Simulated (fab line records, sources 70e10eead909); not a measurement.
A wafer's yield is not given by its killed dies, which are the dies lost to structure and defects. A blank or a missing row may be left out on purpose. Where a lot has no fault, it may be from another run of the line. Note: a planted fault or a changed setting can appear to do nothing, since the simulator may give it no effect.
Matching of chambers / flow nand_harc / ald_hk-03 running NHARC_A_WL_FILL_ALD_00: 4 sister chambers
The step deposits Al2O3, target thk 3 nm, pulse time 3 s, ald cycles 30. 4 wafers are shown with their chamber, then 11 later ones without.

WAFERS PAIRED WITH THEIR CHAMBERS
wafer=L082.1; chamber=1; heater_power_w (W)=522
wafer=L082.3; chamber=2; heater_power_w (W)=439
wafer=L086.6; chamber=3; heater_power_w (W)=370
wafer=L084.1; chamber=0; heater_power_w (W)=461

WAFERS WITH NO CHAMBER GIVEN
wafer=L084.4; heater_power_w (W)=379
wafer=L084.6; heater_power_w (W)=446
wafer=L090.1; heater_power_w (W)=362
wafer=L090.3; heater_power_w (W)=454
wafer=L090.5; heater_power_w (W)=368
wafer=L089.3; heater_power_w (W)=371
wafer=L089.4; heater_power_w (W)=450
wafer=L089.6; heater_power_w (W)=454
wafer=L097.2; heater_power_w (W)=379
wafer=L097.4; heater_power_w (W)=490
wafer=L097.6; heater_power_w (W)=464

EACH ONE'S CHAMBER
wafer=L084.4; from the rows above=3; in truth=3
wafer=L084.6; from the rows above=can't be placed: 2 or 0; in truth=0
wafer=L090.1; from the rows above=3; in truth=3
wafer=L090.3; from the rows above=can't be placed: 0 or 2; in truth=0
wafer=L090.5; from the rows above=3; in truth=3
wafer=L089.3; from the rows above=3; in truth=3
wafer=L089.4; from the rows above=can't be placed: 0 or 2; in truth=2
wafer=L089.6; from the rows above=can't be placed: 0 or 2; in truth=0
wafer=L097.2; from the rows above=3; in truth=3
wafer=L097.4; from the rows above=can't be placed: 0 or 1 or 2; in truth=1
wafer=L097.6; from the rows above=can't be placed: 0 or 2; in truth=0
Correctly placed: 5 of 11. From these rows, 6 cannot be placed; in 6 the true chamber is one of the candidates. Placed wrongly: 0.
How it was worked out, from the rows above alone: a wafer's distance from a chamber is the root of the sum, over the readings, of the square of ((its reading less the chamber's mean) divided by the reading's scatter). The wafer belongs to the nearest chamber; if the next one is less than 2 further off, it can't be placed. The mean given for a chamber averages the wafers shown for that chamber. The scatter (one wafer shown for each chamber): square how far every hidden wafer sits from the nearest shown wafer, average those squares and take the square root.
